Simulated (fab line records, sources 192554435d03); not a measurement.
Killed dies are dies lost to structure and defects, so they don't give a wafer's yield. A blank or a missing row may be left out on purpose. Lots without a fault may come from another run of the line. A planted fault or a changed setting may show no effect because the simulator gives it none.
fab line records | flow n5_finfet
record lots=5 wafers=13 last_day=18
route steps=1938 shown HKMG_FIN@409 BEOL_M4@1111 PASSIVATION@1936
lots that met no fault: from a run of the same line without faults
start_h: hours from the record's first day to the start of the lot's first wafer shown | wait_h: hours since the lot's step before | " the same as in the row above | L1.1+2: a row that stands for several wafers | - no value, or no start given | * or withheld: withheld | < > ~ a bound
route shown NAME@n: a module of which the file shows steps, and the number in the route of the first | usual: mean/standard deviation of fault-free wafers | same: alike in all rows | chamber/n: place in a boat | sites: the reading at each site | _std_site: their standard deviation | _edge_site: outer sites' mean less inner sites' | radius_mm: how far each site lies from the wafer's centre | mask NAME#n: copy n | behind: the tool/chamber that last shaped the wafer | hold: why the lot was held/for how many hours/how that ended | device: the transistor (n, p or np) that didn't switch | end of line: the same wafers' tests at the end of the route | a step without rows: its recipe alone | killed: dies lost to structure and defects at the first sort, not the wafer's yield | map: a wafer's dies, x killed, . not, _ none there
set.NAME: the setting as run; set.NAME@STEP: as run at that earlier step | model.NAME: the simulator's own value behind a step, which no gauge read
lots at some steps of the route; a table a step, a row a wafer
services: from which hour (start_h, from the record's first day; less than 0 if before it) a tool's chamber was out of use, for how many hours, and why
## steps
# step N5_HKMG_FIN_STRIP_60
# recipe chemistry=N2/H2 power_w=2500 temp_c=300 h2_frac=0.65 time_s=360 pressure_mtorr=withheld n2_flow_sccm=1750 h2_flow_sccm=3250
# step N5_HKMG_FIN_WET_ETCH_77
# recipe chemistry=dHCl mix=1:10000 temp_c=25 target=La2O3 stop_on=HfO2 target_depth_nm=2
# step N5_HKMG_FIN_WET_ETCH_78
# recipe chemistry=dNH4OH mix=1:50 temp_c=25 target=Al2O3 stop_on=La2O3 target_depth_nm=4.5 dry=ipa_marangoni rinse_time_s=30 rinse_temp_c=23
# step N5_HKMG_FIN_ALD_79
# recipe material=TiN target_thk_a=15 temp_c=400 ald_precursor_family=TiCl4 ald_co_reactant=NH3 pulse_time_s=1 purge_time_s=3 co_reactant_purge_time_s=2 co_reactant_pulse_time_s=2 ald_cycles=68 pressure_torr=3
# step N5_HKMG_FIN_CVD_62
# recipe material=a-Si target_thk_a=30 temp_c=500 precursor=Si2H6 pressure_torr=1 time_s=20.8
# step N5_HKMG_FIN_RTA_80
# recipe temp_c=withheld time_s=2 ambient=N2 idle_temp_c=600 ramp_up_c_per_s=150 ramp_down_c_per_s=60 cool_to_c=600
# step N5_HKMG_FIN_PRECLEAN_64
# recipe chemistry=dHF time_s=30 temp_c=25 dilution=withheld
# step N5_HKMG_FIN_WET_ETCH_65
# recipe chemistry=TMAH temp_c=70 conc_wt_pct=5 target=a-Si stop_on=TiN time_s=49 target_depth_nm=3
# step N5_HKMG_FIN_WET_ETCH_81
# recipe chemistry=SC1 target=TiN stop_on=HfO2 mix=1:1:5 temp_c=60 time_s=57 target_depth_nm=6
# step N5_HKMG_FIN_WET_ETCH_82
# recipe chemistry=dHCl mix=1:10000 temp_c=25 target=La2O3 stop_on=HfO2 target_depth_nm=2 dry=ipa_marangoni rinse_time_s=30 rinse_temp_c=23
# step N5_HKMG_FIN_ALD_36
# recipe material=TiN target_thk_a=10 temp_c=400 ald_precursor_family=TiCl4 ald_co_reactant=NH3 pulse_time_s=1 purge_time_s=3 co_reactant_purge_time_s=2 co_reactant_pulse_time_s=2 ald_cycles=47 pressure_torr=3
# step N5_HKMG_FIN_PWFM_ALD_03
# recipe material=TiN target_thk_a=20 temp_c=400 ald_precursor_family=TiCl4 ald_co_reactant=NH3 pulse_time_s=1 purge_time_s=3 co_reactant_purge_time_s=2 co_reactant_pulse_time_s=2 ald_cycles=91 pressure_torr=3
# usual ald_cycles=91/0 heater_power_w=879/110 precursor_pulse_height_rel=1.001/0.02
# same pulse_time_s=1
# columns lot.wafer tool chamber start_h wait_h ald_cycles heater_power_w precursor_pulse_height_rel since_wet_clean_h model.TiN_of_HKMG_FIN_PWFM_ALD_03.thk_nm
L925.2 ald_metal-04 1 125.29 0.0 162 963 1.022 4404 3.6
L925.4 " 0 " " 91 1007 1.015 4404 2
L927.2 ald_metal-04 0 135.91 0.0 162 984 0.995 4414 3.6
L927.4 " 2 " " 91 933 1.008 4414 2
L927.6 " 3 " " 91 761 0.968 - 2
L928.3 ald_metal-04 2 139.91 0.0 162 951 0.946 4418 3.6
L928.6 " 2 " " 91 961 1.007 - 2
L934.3 ald_metal-02 1 175.03 0.0 91 851 1.009 2915 2
L934.5 " 1 " " 91 827 1.020 - 2
L934.6 " 0 " " 91 1004 1.013 - 2
L940.2 ald_metal-04 3 212.92 0.0 91 764 0.988 4491 2
L940.4 " 2 " " 91 959 0.980 4491 2
L940.5 " 3 " " 91 734 1.014 - 2
# step N5_HKMG_FIN_COAT_29
# recipe resist=SOC temp_c=250 time_s=60 spin_rpm=1500 resist_thk_nm=300
# step N5_HKMG_FIN_COAT_30
# recipe resist=SiARC temp_c=220 time_s=60 spin_rpm=1500 resist_thk_nm=35
# step N5_HKMG_FIN_COAT_06
# recipe resist=CAR-ArF spin_rpm=1500 resist_thk_nm=90
# step N5_HKMG_FIN_EBR_08
# recipe solvent=PGMEA ebr_width_mm=1.5
# step N5_HKMG_FIN_SOFTBAKE_07
# recipe temp_c=110 time_s=60 resist=CAR-ArF
# step N5_HKMG_FIN_EXPOSE_09
# recipe mask_id=NWFM na=1.35 source_shape=conventional sigma_outer=0.8 polarization=unpolarized dose_mj=39.25
# step N5_HKMG_FIN_PEB_10
# recipe peb_temp_c=withheld peb_time_s=60 resist=CAR-ArF
# step N5_HKMG_FIN_DEVELOP_11
# recipe develop_time_s=30 developer=TMAH resist=CAR-ArF dev_temp_c=23 rinse_liquid=diw dry=air_spin
# step N5_HKMG_FIN_DESCUM_17
# recipe chemistry=O2 time_s=7.9 source_power_w=50 bias_power_w=20 pressure_mtorr=20 rf_frequency_hz=2.712e+07 temp_c=40 resist=CAR-ArF o2_flow_sccm=225
# step N5_HKMG_FIN_ETCH_31
# recipe chemistry=CF4 target=SiARC target_depth_a=455 mask_material=CAR-ArF time_s=75.8 ion_energy_ev=80 pressure_mtorr=40 source_w=545 bias_w=36 Ar_flow_sccm=100 cf4_flow_sccm=100 ends=cleared
# step N5_HKMG_FIN_ETCH_32
# recipe chemistry=N2/H2 target=SOC target_depth_a=2400 temp_c=40 time_s=300 ion_energy_ev=200 mask_material=SiARC pressure_mtorr=30 source_w=840 bias_w=150 n2_flow_sccm=200 h2_flow_sccm=200
# step N5_HKMG_FIN_STRIP_33
# recipe chemistry=N2/H2 temp_c=40 n2_flow_sccm=200 h2_flow_sccm=200 rf_frequency_hz=6e+07
# step N5_HKMG_FIN_STRIP_34
# recipe chemistry=CF4 resist=SiARC power_w=300 bias_power_w=75 pressure_mtorr=50 cf4_flow_sccm=150 rf_frequency_hz=6e+07
# step N5_HKMG_FIN_ETCH_35
# recipe chemistry=N2/H2 target=SOC target_depth_a=2158 ion_energy_ev=65 bias_w=5 source_w=3000 time_s=243.4 pressure_mtorr=30 n2_flow_sccm=200 h2_flow_sccm=200
# step N5_HKMG_FIN_STRIP_92
# recipe chemistry=N2/H2 material=SOC time_s=20 power_w=500 temp_c=40 pressure_mtorr=50 rf_frequency_hz=6e+07 bias_power_w=8 h2_frac=0.5 n2_flow_sccm=300 h2_flow_sccm=300
# step N5_HKMG_FIN_WET_ETCH_18
# recipe chemistry=SC1 target=TiN mix=1:1:5 temp_c=* time_s=55 target_depth_nm=5.2 dry=ipa_marangoni rinse_time_s=30 rinse_temp_c=23
# step N5_HKMG_FIN_STRIP_19
# recipe chemistry=N2/H2 power_w=2500 temp_c=300 h2_frac=0.65 time_s=360 pressure_mtorr=withheld n2_flow_sccm=1750 h2_flow_sccm=3250
# step N5_HKMG_FIN_ALD_91
# recipe material=TiN target_thk_a=10 temp_c=400 ald_precursor_family=TiCl4 ald_co_reactant=NH3 pulse_time_s=1 purge_time_s=3 co_reactant_purge_time_s=2 co_reactant_pulse_time_s=2 ald_cycles=47 pressure_torr=3
# step N5_HKMG_FIN_COAT_85
# recipe resist=SOC temp_c=250 time_s=60 spin_rpm=1500 resist_thk_nm=300
# step N5_HKMG_FIN_ETCH_86
# recipe chemistry=N2/H2 target=SOC target_depth_a=3932 stop_on=TiN ion_energy_ev=100 bias_w=61 pressure_mtorr=30 source_w=850 n2_flow_sccm=200 h2_flow_sccm=200
# step N5_HKMG_FIN_STRIP_89
# recipe chemistry=N2/H2 material=SOC time_s=20 power_w=500 temp_c=40 pressure_mtorr=50 rf_frequency_hz=6e+07 bias_power_w=8 h2_frac=0.5 n2_flow_sccm=300 h2_flow_sccm=300
# step N5_HKMG_FIN_WET_ETCH_87
# recipe chemistry=SC1 target=TiN mix=1:2:40 temp_c=50 time_s=154.2 target_depth_nm=4.7 dry=ipa_marangoni rinse_time_s=30 rinse_temp_c=23
# step N5_HKMG_FIN_STRIP_88
# recipe chemistry=N2/H2 power_w=2500 temp_c=300 h2_frac=0.65 time_s=360 pressure_mtorr=withheld n2_flow_sccm=1750 h2_flow_sccm=3250
# step N5_HKMG_FIN_NWFM_ALD_20
# recipe material=TiAlC target_thk_a=20 temp_c=300 ald_precursor_family=TiCl4 ald_co_reactant=TEA pulse_time_s=3 purge_time_s=2 co_reactant_purge_time_s=2 co_reactant_pulse_time_s=10 ald_cycles=7 pressure_torr=3
# step N5_HKMG_FIN_ALD_71
# recipe material=TiN target_thk_a=10 temp_c=400 ald_precursor_family=TiCl4 ald_co_reactant=NH3 pulse_time_s=1 purge_time_s=3 co_reactant_purge_time_s=2 co_reactant_pulse_time_s=2 ald_cycles=47 pressure_torr=3
# step N5_HKMG_FIN_COAT_66
# recipe resist=SOC temp_c=250 time_s=60 spin_rpm=1500 resist_thk_nm=300
# step N5_BEOL_M4_RC_MEAS_101
# usual DIBL_N=36.1/1.6 DIBL_P=35.7/1.8 IOFF_N=0.159/0.027 IOFF_N_85C=3.1/0.44 IOFF_N_LIN=0.073/0.0097 IOFF_N_LONG=5.66e-05/2.6e-06 IOFF_P=0.21/0.03 IOFF_P_85C=3.6/0.43 IOFF_P_LIN=0.100/0.011 IOFF_P_LONG=0.00011/9.7e-06 ION_N=673/10 ION_P=462/7.4 SS_N=71.4/0.56 SS_P=73.2/0.61 VT_N=249.7/3 VT_N_LONG=274.5/2.1 VT_N_LVT=98.3/2.8 VT_P=-250/3.1 VT_P_LONG=-275/3.3 VT_P_LVT=-98.4/2.7
# columns lot.wafer tool chamber start_h wait_h DIBL_N[mV/V] DIBL_P[mV/V] IOFF_N[nA/um] IOFF_N_85C[nA/um] IOFF_N_LIN[nA/um] IOFF_N_LONG[nA/um] IOFF_P[nA/um] IOFF_P_85C[nA/um] IOFF_P_LIN[nA/um] IOFF_P_LONG[nA/um] ION_N[uA/um] ION_P[uA/um] SS_N[mV/dec] SS_P[mV/dec] VT_N[mV] VT_N_LONG[mV] VT_N_LVT[mV] VT_P[mV] VT_P_LONG[mV] VT_P_LVT[mV]
L925.2 prober-01 0 209.98 0.2 36.3 36.4 0.047 1.1 0.022 2.94e-05 1.27 16.5 0.596 0.000312 605 539 71.5 73.2 281.9 308.6 128.9 -200 -234 -47.2
L925.4 " 0 " " 36.1 36.6 0.155 3.1 0.072 5.64e-05 0.22 3.7 0.102 0.000106 670 462 70.7 72.8 249.0 272.7 96.4 -249 -276 -96.5
L927.2 prober-02 0 227.44 0.2 34.4 33.7 0.038 1.0 0.019 3.01e-05 1.13 15.4 0.561 0.000321 589 530 71.3 72.5 284.5 309.1 135.8 -199 -233 -51.7
L927.4 " 0 " " 34.6 33.3 0.117 2.4 0.059 5.56e-05 0.18 3.3 0.090 0.000111 667 463 71.0 71.8 252.9 277.3 103.9 -250 -272 -101.4
L927.6 " 0 " " 36.6 35.8 0.153 3.1 0.069 5.6e-05 0.22 3.9 0.107 0.000111 660 463 71.8 73.2 250.9 276.6 101.5 -247 -274 -100.4
L928.3 prober-02 0 233.64 0.3 35.1 35.9 0.055 1.3 0.027 3.04e-05 1.25 16.5 0.608 0.000315 617 543 71.5 73.0 278.4 302.7 130.1 -198 -233 -50.3
L928.6 " 0 " " 37.0 37.4 0.190 3.7 0.088 5.55e-05 0.23 3.9 0.106 0.000101 678 464 71.6 73.9 246.2 275.2 96.6 -249 -277 -99.6
L934.3 prober-02 0 276.86 0.3 40.6 42.1 0.289 5.1 0.115 6.2e-05 0.32 5.1 0.136 0.000104 697 471 73.1 74.0 239.8 271.6 90.7 -246 -276 -94.2
L934.5 " 0 " " 34.8 35.2 0.147 2.9 0.068 6.23e-05 0.18 3.2 0.091 0.00011 673 462 72.1 72.6 249.2 270.7 99.5 -253 -272 -101.0
L934.6 " 0 " " 35.9 36.2 0.167 3.2 0.075 6.19e-05 0.20 3.5 0.099 0.000105 676 456 70.6 72.3 246.7 272.4 96.8 -251 -274 -99.0
L940.2 prober-02 0 329.06 0.2 39.1 38.5 0.197 3.7 0.089 5.69e-05 0.30 4.7 0.129 0.000128 681 470 71.4 74.1 245.4 271.4 95.2 -243 -273 -92.9
L940.4 " 0 " " 35.9 34.2 0.139 2.7 0.067 5.93e-05 0.20 3.4 0.098 0.000119 671 468 70.7 73.6 249.0 272.7 99.3 -250 -271 -98.5
L940.5 " 0 " " 38.1 36.9 0.179 3.4 0.081 5.8e-05 0.26 4.1 0.115 0.000117 678 473 71.4 73.8 247.1 273.6 96.4 -244 -270 -94.3
# step N5_PASSIVATION_PROBE_49
# usual defect_limited_yield=91.0/1.3 killed_at_M0_to_M3=33/10 killed_at_M4_up=14/5.6 killed_at_contacts=12/5.8 killed_at_front_end=43/11 killed_at_other=4.1/2.8 killed_dies=106/15 killed_open=70/12 killed_short=34/7.5 sort_bin_4_leakage=0.00/0.0099 sort_bin_5_function=5.3/0.88 sort_bin_6_memory=3.3/0.64 sort_bin_8_speed=0.00/0.016 sort_n_pass=1074/15 sort_yield_pct=91.0/1.3
# same gross_dies=1180 killed_at_back_side=0
# columns lot.wafer tool chamber start_h wait_h defect_limited_yield[%] killed_at_M0_to_M3 killed_at_M4_up killed_at_contacts killed_at_front_end killed_at_other killed_dies killed_open killed_short sort_bin_4_leakage[%] sort_bin_5_function[%] sort_bin_6_memory[%] sort_bin_8_speed[%] sort_n_pass sort_yield_pct[%]
L925.2 prober-02 - 313.97 0.1 93.6 24 4 5 40 2 75 49 24 93.64 3.6 2.5 0.08 0 0
L927.2 prober-02 - 341.36 0.1 90.5 41 14 3 48 6 112 76 34 90.51 5.3 4.1 0 0 0
L927.4 prober-02 - 341.46 0.2 90.3 27 23 13 48 3 114 79 34 0 5.6 3.5 0 1066 90.3
L927.6 prober-02 - 341.56 0.3 89.2 44 15 7 53 8 127 82 39 0 6.5 3.4 0 1053 89.2
L928.3 prober-01 - 347.40 0.1 91.4 42 12 5 40 2 101 55 43 91.44 3.9 3.6 0 0 0
L928.6 prober-01 - 347.55 0.3 92.0 34 12 14 28 6 94 54 38 0 4.2 3.5 0 1086 92.0
L940.2 prober-01 - 426.54 0.1 89.4 26 29 10 57 3 125 87 37 0 6.6 3.8 0 1055 89.4
L940.4 prober-01 - 426.64 0.2 89.4 29 13 22 56 5 125 75 44 0 6.8 3.0 0 1055 89.4
L940.5 prober-01 - 426.69 0.2 91.1 32 14 12 44 3 105 73 26 0 5.3 3.2 0 1075 91.1
# killed by level:class
L925.2 STI_FIN_REVEAL:geometric_particle:open=12 FIN_SAQP:geometric_particle:short=6 BEOL_M0_SAQP:geometric_particle:open=6 FIN_SAQP:geometric_particle:open=5 GATE_CUT:geometric_particle:short=5 BEOL_M1:geometric_particle:open=5 BEOL_M0_SAQP:geometric_particle:short=4 STARTING-WAFER:geometric_particle:open=4
L927.2 STI_FIN_REVEAL:geometric_particle:open=16 BEOL_M3:geometric_particle:open=12 FIN_SAQP:geometric_particle:open=9 BEOL_M0_SAQP:geometric_particle:open=6 BEOL_M4:geometric_particle:open=6 BEOL_M0:geometric_particle:open=5 BEOL_M3:geometric_particle:short=5 FIN_SAQP:geometric_particle:short=4
L927.4 FIN_SAQP:geometric_particle:open=15 MOL_CONTACT_COAG:geometric_particle:open=11 STI_FIN_REVEAL:geometric_particle:open=9 BEOL_M4:geometric_particle:open=7 FIN_SAQP:geometric_particle:short=6 BEOL_M0:geometric_particle:open=6 GATE_CUT:geometric_particle:short=5 BEOL_M0_SAQP:geometric_particle:short=5
L927.6 FIN_SAQP:geometric_particle:open=13 BEOL_M0_SAQP:geometric_particle:short=10 FIN_SAQP:geometric_particle:short=9 STI_FIN_REVEAL:geometric_particle:open=9 BEOL_M0_SAQP:geometric_particle:open=9 BEOL_M0:geometric_particle:open=7 BEOL_M4:geometric_particle:open=7 GATE_CUT:geometric_particle:short=6
L928.3 BEOL_M0_SAQP:geometric_particle:short=12 FIN_SAQP:geometric_particle:short=10 STI_FIN_REVEAL:geometric_particle:open=10 BEOL_M0_SAQP:geometric_particle:open=6 BEOL_M1:geometric_particle:open=6 BEOL_M2:geometric_particle:open=5 BEOL_M2:geometric_particle:short=4 FIN_SAQP:geometric_particle:open=3
L928.6 BEOL_M0_SAQP:geometric_particle:short=11 MOL_CONTACT_COAG:geometric_particle:open=9 BEOL_M0_SAQP:geometric_particle:open=7 BEOL_M4:geometric_particle:open=6 STARTING-WAFER:geometric_particle:short=6 STI_FIN_REVEAL:geometric_particle:open=5 FIN_SAQP:geometric_particle:open=4 MOL_CONTACT_COAG:geometric_particle:short=4
L940.2 FIN_SAQP:geometric_particle:open=20 BEOL_M4:geometric_particle:open=12 STI_FIN_REVEAL:geometric_particle:open=11 FIN_SAQP:geometric_particle:short=10 BEOL_M3:geometric_particle:open=9 MOL_CONTACT_COAG:geometric_particle:open=6 DUMMY_GATE:geometric_particle:open=5 BEOL_M1:geometric_particle:open=5
L940.4 FIN_SAQP:geometric_particle:open=17 MOL_CONTACT_COAG:geometric_particle:open=17 FIN_SAQP:geometric_particle:short=12 STI_FIN_REVEAL:geometric_particle:open=8 BEOL_M0_SAQP:geometric_particle:short=6 BEOL_M3:geometric_particle:open=6 BEOL_M4:geometric_particle:open=6 MOL_CONTACT_COAG:geometric_particle:short=5
L940.5 STI_FIN_REVEAL:geometric_particle:open=21 MOL_CONTACT_COAG:geometric_particle:open=10 BEOL_M0_SAQP:geometric_particle:open=9 BEOL_M0_SAQP:geometric_particle:short=8 BEOL_M4:geometric_particle:open=8 FIN_SAQP:geometric_particle:open=7 BEOL_M1:geometric_particle:open=6 HKMG_FIN:area_etch=4
# map L925.4 (x killed, . not)
_________________............________________
______________....x............._____________
___________.xx..........x.....x....__________
__________......................x..._________
________x......x.....x................_______
_______.x...xx...x..........x..........______
______..x...x...............x.........x._____
_____...........x....x...................____
____.........x............................___
___x..................................x....__
___.....x......x..x...........x............__
__................x............x..x........._
__.......................x.x................_
_x.x...x................x.......x.......x...x
_.....x......x...x..............x............
_.....x.................x....x.......x.......
_............x...........x...................
_......................x..............x......
_.x.....x.................x..................
_.......x......x................x........x.x.
_.......x......x........x....................
__...................x.....x................_
__...........................x.............._
___.x.x....................................__
___....x..x...........x....................__
____......x..x.........x.x.........x......___
_____...x.............x..x...x....x......____
______...........x............xx...xx.x._____
_______...............x................______
________......x............x.......x.._______
__________.x.......................x_________
___________...........x.......x....__________
______________.................._____________
_________________....x..x....________________
# map L927.6 (x killed, . not)
_________________..x.........________________
______________...............x.._____________
___________......................x.__________
__________..x................x......_________
________xx........................xx.x_______
_______.x...x.............xxxx.........______
______...........x..x.x................._____
_____.....x.x......x...xx..x........x....____
____.x.............xx................x....___
___...............xx............x..........__
___.......................x................__
__....................x...x....x....x..x...._
__x................x.........x..x..........x_
_.x......x.......................x....x.x....
_............................xx..........x...
_.....x..x.............x.......x......xx....x
_........x....x...x.....x...............x.x..
_......................x......x...xx...x..x..
_....................xx.............x........
_.....x.x..x.x........................x.xx...
_....x...................x...................
__..........x..............................._
__.x...............x.....................x.._
___..x...x..........x...............x.....x__
___..xxx............x....................x.__
____.........................x.....x......___
_____.....xx........x.x...x..............____
______....x.........x.....xx............_____
_______..x.......x...x.x.x........x....______
________............x..........x......_______
__________....x..............x......_________
___________x...x.x..........x......__________
______________......x...x......._____________
_________________x...x...x...________________
## services
# columns tool chamber start_h hours kind
ald_metal-04 - 164.03 1.0 repair
ald_metal-02 3 182.24 6.9 repair
ald_metal-02 - 203.27 8.7 pm
## key
first_sign step=N5_HKMG_FIN_PWFM_ALD_03 reading=ald_cycles direction=up sigmas=99+ usual=* struck=*
effect step=N5_BEOL_M4_RC_MEAS_101 reading=IOFF_P_LIN direction=up sigmas=43 usual=0.100 struck=0.588
effect step=N5_BEOL_M4_RC_MEAS_101 reading=IOFF_P direction=up sigmas=33 usual=0.21 struck=1.22
effect step=N5_BEOL_M4_RC_MEAS_101 reading=IOFF_P_85C direction=up sigmas=29 usual=3.6 struck=16.1
effect step=N5_BEOL_M4_RC_MEAS_101 reading=IOFF_P_LONG direction=up sigmas=21 usual=0.00011 struck=0.000316
effect step=N5_BEOL_M4_RC_MEAS_101 reading=VT_P_LVT direction=up sigmas=18 usual=-98.4 struck=-49.7
effect step=N5_BEOL_M4_RC_MEAS_101 reading=VT_P direction=up sigmas=17 usual=-250 struck=-199
effect step=N5_BEOL_M4_RC_MEAS_101 reading=VT_N_LONG direction=up sigmas=15 usual=274.5 struck=306.8
effect step=N5_BEOL_M4_RC_MEAS_101 reading=VT_P_LONG direction=up sigmas=13 usual=-275 struck=-233
effect step=N5_BEOL_M4_RC_MEAS_101 reading=VT_N_LVT direction=up sigmas=12 usual=98.3 struck=131.6
effect step=N5_BEOL_M4_RC_MEAS_101 reading=VT_N direction=up sigmas=11 usual=249.7 struck=281.6
effect step=N5_BEOL_M4_RC_MEAS_101 reading=IOFF_N_LONG direction=down sigmas=10 usual=5.66e-05 struck=3e-05
effect step=N5_BEOL_M4_RC_MEAS_101 reading=ION_P direction=up sigmas=10 usual=462 struck=537
effect step=N5_PASSIVATION_PROBE_49 reading=sort_bin_4_leakage direction=up sigmas=99+ usual=0.00 struck=91.86
model_effect step=N5_HKMG_FIN_PWFM_ALD_03 value=TiN_of_HKMG_FIN_PWFM_ALD_03.thk_nm without=2 struck=3.6
met_at N5_HKMG_FIN_PWFM_ALD_03
struck_wafers L925.2,L927.2,L928.3
fault kind=process_parameter_drift tool=ald_metal-04 chamber=- onset_h=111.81 steps=N5_HKMG_FIN_PWFM_ALD_03 channel=ald_cycles offset=* shape=step end_h=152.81 scope=struck_wafers_only acts_in=* stated=*
